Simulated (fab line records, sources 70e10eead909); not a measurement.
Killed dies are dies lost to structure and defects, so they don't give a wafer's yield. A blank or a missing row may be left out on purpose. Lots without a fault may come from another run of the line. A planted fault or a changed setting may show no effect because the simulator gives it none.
fab line records | flow nand_harc
record lots=12 wafers=36 last_day=33
route steps=1302 shown A_CHANNEL_HOLE_D2@588 A_CHANNEL_FILL_D2@614
lots that met no fault: from a run of the same line without faults
start_h: hours from the record's first day to the start of the lot's first wafer shown | wait_h: hours since the lot's step before | " the same as in the row above | L1.1+2: a row that stands for several wafers | - no value, or no start given | * or withheld: withheld | < > ~ a bound
route shown NAME@n: a module of which the file shows steps, and the number in the route of the first | usual: mean/standard deviation of fault-free wafers | same: alike in all rows | chamber/n: place in a boat | sites: the reading at each site | _std_site: their standard deviation | _edge_site: outer sites' mean less inner sites' | radius_mm: how far each site lies from the wafer's centre | mask NAME#n: copy n | behind: the tool/chamber that last shaped the wafer | hold: why the lot was held/for how many hours/how that ended | device: the transistor (n, p or np) that didn't switch | end of line: the same wafers' tests at the end of the route | a step without rows: its recipe alone | killed: dies lost to structure and defects at the first sort, not the wafer's yield | map: a wafer's dies, x killed, . not, _ none there
set.NAME: the setting as run; set.NAME@STEP: as run at that earlier step | model.NAME: the simulator's own value behind a step, which no gauge read
steps of the route over a sample of lots; a table a step, a row a wafer
services: from which hour (start_h, from the record's first day; less than 0 if before it) a tool's chamber was out of use, for how many hours, and why
## steps
# step NHARC_A_CHANNEL_HOLE_D2_ETCH_34
# recipe target_depth_a=1540 time_s=77 cf4_flow_sccm=100 chf3_flow_sccm=30 ar_flow_sccm=0 rf_w=500 bias_w=200 chemistry=CF4/CHF3
# usual drypump_motor_current_A=5.7/0.38 oes_product_au=0.954/0.021 rf_vpp_V=370.0/2.2 showerhead_plenum_p_Torr=1.56/0.062 throttle_valve_pct=16.803/0.0084
# columns lot.wafer tool chamber start_h wait_h drypump_motor_current_A oes_product_au rf_hours_counter_h rf_vpp_V showerhead_plenum_p_Torr throttle_valve_pct
L258.2 rie_diel-08 2 - - 5.6 0.980 3.8 368.6 1.50 16.812
L258.1 " 3 " " 5.8 0.960 3.9 371.5 1.62 16.797
L258.5 " 1 " " 6.0 0.968 - 368.9 1.53 16.797
L259.4 rie_diel-08 3 - - 5.8 0.948 5.0 372.0 1.62 16.785
L259.5 " 0 " " 5.4 0.959 - 368.2 1.49 16.821
L259.6 " 1 " " 6.0 0.956 - 367.7 1.53 16.804
L260.3 rie_diel-01 0 - - 6.1 0.934 5.3 369.1 1.57 16.799
L260.4 " 1 " " 6.6 0.950 5.4 371.5 1.68 16.810
L260.6 " 0 " " 6.1 0.938 - 370.3 1.57 16.802
L261.4 rie_diel-01 3 - - 5.0 0.981 6.3 371.6 1.60 16.813
L261.1 " 1 " " 6.6 0.958 5.9 374.1 1.68 16.805
L261.5 " 3 " " 5.0 0.989 - 370.6 1.60 16.804
L262.4 rie_diel-08 2 - - 5.7 0.964 6.1 368.1 1.50 16.799
L262.6 " 1 " " 6.0 0.973 - 369.1 1.53 16.791
L262.5 " 2 " " 5.7 0.956 - 368.3 1.50 16.797
L264.3 rie_diel-08 1 - - 6.0 0.946 7.3 369.5 1.52 16.810
L264.4 " 2 " " 5.6 0.960 7.2 366.6 1.50 16.824
L264.6 " 0 " " 5.4 0.955 - 367.2 1.49 16.789
L270.1 rie_diel-01 1 - - 6.6 0.971 1.3 373.2 1.67 16.801
L270.6 " 1 " " 6.6 0.972 - 373.9 1.67 16.814
L270.5 " 2 " " 5.6 0.986 - 372.6 1.64 16.805
L269.1 rie_diel-08 0 - - 5.4 0.958 2.7 367.9 1.49 16.806
L269.4 " 2 " " 5.7 0.968 2.4 368.6 1.50 16.799
L269.2 " 3 " " 5.8 0.970 2.4 370.1 1.62 16.808
L276.2 rie_diel-08 0 - - 5.4 0.909 7.2 366.6 1.49 16.812
L276.3 " 1 " " 6.0 0.918 7.5 368.9 1.52 16.803
L276.1 " 3 " " 5.8 0.907 6.8 372.4 1.62 16.799
L277.1 rie_diel-01 0 - - 6.0 0.962 3.7 370.9 1.57 16.793
L277.4 " 2 " " 5.6 0.966 4.1 372.0 1.64 16.810
L277.6 " 3 " " 5.0 0.975 - 372.5 1.59 16.802
L278.3 rie_diel-08 3 - - 5.8 0.953 7.8 372.2 1.62 16.786
L278.4 " 0 " " 5.4 0.975 8.8 368.7 1.49 16.791
L278.5 " 3 " " 5.8 0.955 - 372.7 1.62 16.810
L279.2 rie_diel-01 3 - - 5.0 0.976 5.3 369.2 1.59 16.799
L279.4 " 2 " " 5.5 0.966 6.1 373.6 1.64 16.793
L279.6 " 0 " " 6.1 0.965 - 371.6 1.57 16.812
# step NHARC_A_CHANNEL_HOLE_D2_CD_MEAS_18
# usual cd_nm=99.0/2.4
# columns lot.wafer tool chamber start_h wait_h cd_nm
L258.1 cd_sem-03 - 290.05 - 97.9
L258.2 " - " " 102.6
L258.5 " - " " 100.0
L259.4 cd_sem-02 - 307.49 - 97.2
L259.5 " - " " 97.8
L259.6 " - " " 100.8
L260.3 cd_sem-02 - 314.84 - 102.8
L260.4 " - " " 104.4
L260.6 " - " " 98.8
L261.1 cd_sem-03 - 319.56 - 103.0
L261.4 " - " " 102.4
L261.5 " - " " 97.7
L262.4 cd_sem-02 - 337.51 - 98.2
L262.5 " - " " 96.1
L262.6 " - " " 95.7
L264.3 cd_sem-03 - 356.86 - 98.9
L264.4 " - " " 99.5
L264.6 " - " " 101.6
L270.1 cd_sem-02 - 409.94 - 101.1
L270.5 " - " " 103.2
L270.6 " - " " 100.2
L269.1 cd_sem-01 - 411.90 - 99.7
L269.2 " - " " 101.3
L269.4 " - " " 99.1
L276.1 cd_sem-02 - 477.05 - 93.8
L276.2 " - " " 97.6
L276.3 " - " " 96.4
L277.1 cd_sem-03 - 477.40 - 99.8
L277.4 " - " " 97.9
L277.6 " - " " 94.1
L278.3 cd_sem-03 - 496.11 - 93.1
L278.4 " - " " 100.5
L278.5 " - " " 96.3
L279.2 cd_sem-01 - 507.73 - 94.8
L279.4 " - " " 97.7
L279.6 " - " " 100.2
# step NHARC_A_CHANNEL_HOLE_D2_ETCH_19
# recipe bias_v=1200 source_w=2500 pressure_mtorr=15 time_s=34.5 ar_flow_sccm=375 c4f8_flow_sccm=28.8 o2_flow_sccm=96.2 temp_c=-20 target_depth_a=* chemistry=C4F8/O2/Ar
# usual drypump_motor_current_A=5.24/0.21 showerhead_plenum_p_Torr=3.72/0.11 throttle_valve_pct=37.037/0.0089
# columns lot.wafer tool chamber start_h wait_h drypump_motor_current_A rf_hours_counter_h showerhead_plenum_p_Torr throttle_valve_pct
L258.2 har_etch-01 0 290.12 0.1 5.41 145 3.75 37.037
L258.1 " 1 " " 5.36 145 3.68 37.033
L258.5 " 1 " " 5.35 - 3.68 37.037
L259.4 har_etch-02 1 308.03 0.5 5.37 - 3.72 37.056
L259.5 " 0 " " 4.92 - 3.63 37.041
L259.6 " 1 " " 5.40 - 3.72 37.033
L260.4 har_etch-01 1 316.50 1.7 5.35 - 3.67 37.034
L260.3 " 0 " " 5.39 - 3.74 37.042
L260.6 " 1 " " 5.35 - 3.67 37.045
L261.1 har_etch-02 1 319.63 0.1 5.39 378 3.72 37.054
L261.4 " 0 " " 4.91 - 3.62 37.024
L261.5 " 0 " " 4.89 - 3.62 37.035
L262.4 har_etch-02 0 339.70 2.2 4.90 - 3.62 37.051
L262.5 " 0 " " 4.92 - 3.62 37.043
L262.6 " 0 " " 4.89 - 3.62 37.041
L264.3 har_etch-02 1 361.75 4.9 5.37 - 3.71 37.054
L264.4 " 0 " " 4.91 - 3.61 37.038
L264.6 " 0 " " 4.90 - 3.61 37.050
L270.1 har_etch-01 0 411.55 1.6 5.39 222 3.70 37.027
L270.6 " 1 " " 5.34 - 3.63 37.041
L270.5 " 0 " " 5.39 - 3.70 37.052
L269.1 har_etch-02 0 415.79 3.9 4.90 15 3.98 37.018
L269.2 " 1 " " 5.38 15 3.70 37.042
L269.4 " 1 " " 5.38 - 3.70 37.040
L276.2 har_etch-01 1 477.13 0.1 5.34 264 3.61 37.038
L276.1 " 0 " " 5.40 264 3.68 37.027
L276.3 " 1 " " 5.31 - 3.61 37.040
L277.1 har_etch-02 1 478.27 0.9 5.36 53 3.68 37.045
L277.4 " 1 " " 5.33 - 3.68 37.016
L277.6 " 0 " " 4.90 - 3.95 37.033
L278.4 har_etch-02 1 496.22 0.1 5.37 - 3.67 37.057
L278.3 " 0 " " 4.90 - 3.95 37.027
L278.5 " 1 " " 5.41 - 3.67 37.032
L279.2 har_etch-02 0 507.80 0.1 4.91 65 3.95 37.034
L279.4 " 0 " " 4.89 - 3.95 37.024
L279.6 " 0 " " 4.90 - 3.95 37.028
# step NHARC_A_CHANNEL_FILL_D2_ALD_14
# recipe target_thk_a=25 pulse_time_s=10 ald_cycles=25 temp_c=300 material=SiO2
# usual ald_cycles=25/0 heater_power_w=458/57 precursor_pulse_height_rel=1.002/0.019
# columns lot.wafer tool chamber start_h wait_h ald_cycles heater_power_w precursor_pulse_height_rel
L258.1 ald_hk-02 1 303.22 0.2 25 443 0.982
L258.2 " 2 " " 25 404 0.986
L258.5 " 1 " " 25 439 0.982
L259.4 ald_hk-02 2 321.45 0.2 25 415 1.009
L259.5 " 0 " " 25 503 0.997
L259.6 " 1 " " 25 443 1.010
L260.3 ald_hk-04 2 329.58 0.1 25 552 0.996
L260.4 " 0 " " 25 505 0.994
L260.6 " 1 " " 25 524 0.953
L261.4 ald_hk-01 2 332.96 0.4 25 430 1.036
L261.1 " 0 " " 25 383 0.988
L261.5 " 3 " " 25 425 1.006
L262.4 ald_hk-01 1 357.29 2.5 25 473 0.991
L262.5 " 2 " " 25 429 1.010
L262.6 " 3 " " 25 413 0.997
L264.4 ald_hk-02 0 376.19 0.0 25 548 0.983
L264.3 " 2 " " 25 413 1.010
L264.6 " 0 " " 25 536 0.982
L270.1 ald_hk-02 3 424.49 0.0 25 396 0.991
L270.5 " 3 " " 25 405 0.994
L270.6 " 0 " " 28 549 0.999
L269.4 ald_hk-02 3 428.73 0.0 25 402 0.971
L269.2 " 0 " " 28 552 0.995
L269.1 " 1 " " 25 445 0.983
L277.4 ald_hk-04 3 491.93 0.0 25 551 0.985
L277.1 " 0 " " 25 473 1.019
L277.6 " 0 " " 25 471 0.990
L276.1 ald_hk-04 1 492.15 0.3 25 506 1.000
L276.3 " 3 " " 25 550 1.005
L276.2 " 0 " " 25 470 0.976
L278.4 ald_hk-01 1 509.21 0.2 25 485 0.981
L278.3 " 2 " " 25 433 0.992
L278.5 " 0 " " 25 395 1.037
L279.4 ald_hk-01 3 520.88 0.0 25 457 0.984
L279.2 " 1 " " 25 482 0.985
L279.6 " 3 " " 25 450 1.009
## services
# columns tool chamber start_h hours kind
rie_diel-08 0 273.30 - clean
rie_diel-08 1 273.30 - clean
rie_diel-08 2 273.30 - clean
ald_hk-01 - 297.78 10.0 pm
rie_diel-01 - 336.21 0.9 repair
har_etch-02 1 339.58 - consumable_replace:focus_ring
har_etch-02 1 339.58 17.0 scheduled_down
har_etch-02 1 339.58 17.0 vent_cycle
ald_hk-04 - 366.59 1.5 repair
rie_diel-08 - 367.80 9.0 pm
har_etch-02 - 378.41 17.0 pm
har_etch-02 0 378.41 17.0 vent_cycle
har_etch-02 1 378.41 17.0 vent_cycle
rie_diel-01 - 380.80 9.0 pm
har_etch-02 0 395.41 - clean
har_etch-02 0 395.41 - consumable_replace:focus_ring
har_etch-02 0 395.41 - consumable_replace:showerhead
har_etch-02 1 395.41 - clean
har_etch-02 1 395.41 - consumable_replace:esc
ald_hk-04 - 435.18 10.0 pm
rie_diel-01 0 441.94 9.4 repair
ald_hk-01 - 475.78 10.0 pm
rie_diel-08 1 502.07 7.4 repair
rie_diel-01 2 512.79 9.8 repair
## key
first_sign step=NHARC_A_CHANNEL_FILL_D2_ALD_14 reading=ald_cycles direction=up sigmas=99+ usual=25 struck=28
effect none on later readings
met_at NHARC_A_CHANNEL_FILL_D2_ALD_14
struck_lots L269,L270
struck_wafers L269.2,L270.6
tester_left_out L269,L270
not_acting_at NHARC_A_CHANNEL_HOLE_D2_ETCH_34,NHARC_A_CHANNEL_HOLE_D2_CD_MEAS_18,NHARC_A_CHANNEL_HOLE_D2_ETCH_19
onset_between 376.19 424.49
fault kind=process_parameter_drift tool=ald_hk-02 chamber=0 onset_h=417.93 steps=NHARC_A_CHANNEL_FILL_D2_ALD_14 channel=ald_cycles offset=3 shape=step end_h=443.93 acts_in=these_recipes_only stated=25
# tester_left_out: of these lots the tester's yield and bins aren't shown, on N5 and GAA mostly nor the transistor test; their killed dies are dies lost to structure and defects alone, not to doping, threshold or leakage, so they don't give the yield
